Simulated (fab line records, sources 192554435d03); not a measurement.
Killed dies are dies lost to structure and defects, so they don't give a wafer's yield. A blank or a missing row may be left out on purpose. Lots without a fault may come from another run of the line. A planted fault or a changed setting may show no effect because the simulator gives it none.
Chamber matching | flow n5_finfet | N5_BEOL_M4_STRIP_36 on rie_diel-01: 4 sister chambers
The step strips in N2/H2. 4 wafers are shown with their chamber, then 7 later ones without.

WAFERS WITH THEIR CHAMBER
wafer  | chamber | drypump_motor_current_A (A)
L079.2 | 0       | 5.2
L082.1 | 3       | 5.5
L087.1 | 2       | 5.9
L087.4 | 1       | 5.6

WAFERS WITHOUT THEIR CHAMBER
wafer  | drypump_motor_current_A (A)
L087.5 | 5.5
L093.2 | 5.6
L093.4 | 5.1
L093.5 | 5.9
L097.1 | 5.9
L097.2 | 5.1
L097.6 | 5.1

WHICH CHAMBER EACH WENT THROUGH
wafer  | from the rows above     | in truth
L087.5 | can't be placed: 3 or 1 | 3
L093.2 | can't be placed: 1 or 3 | 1
L093.4 | 0                       | 0
L093.5 | 2                       | 2
L097.1 | 2                       | 2
L097.2 | 0                       | 0
L097.6 | 0                       | 0
Placed correctly: 5 of 7. Can't be placed from these rows: 2 (the true chamber is among the candidates in 2). Placed wrongly: 0.
How it was worked out, from the rows above alone: a wafer's distance from a chamber is the root of the sum, over the readings, of the square of ((its reading less the chamber's mean) divided by the reading's scatter). The wafer belongs to the nearest chamber; if the next one is less than 2 further off, it can't be placed. A chamber's mean is the mean of its shown wafers. The scatter: with one shown wafer a chamber, the root of the mean of the squares of how far each hidden wafer lies from its nearest shown one.
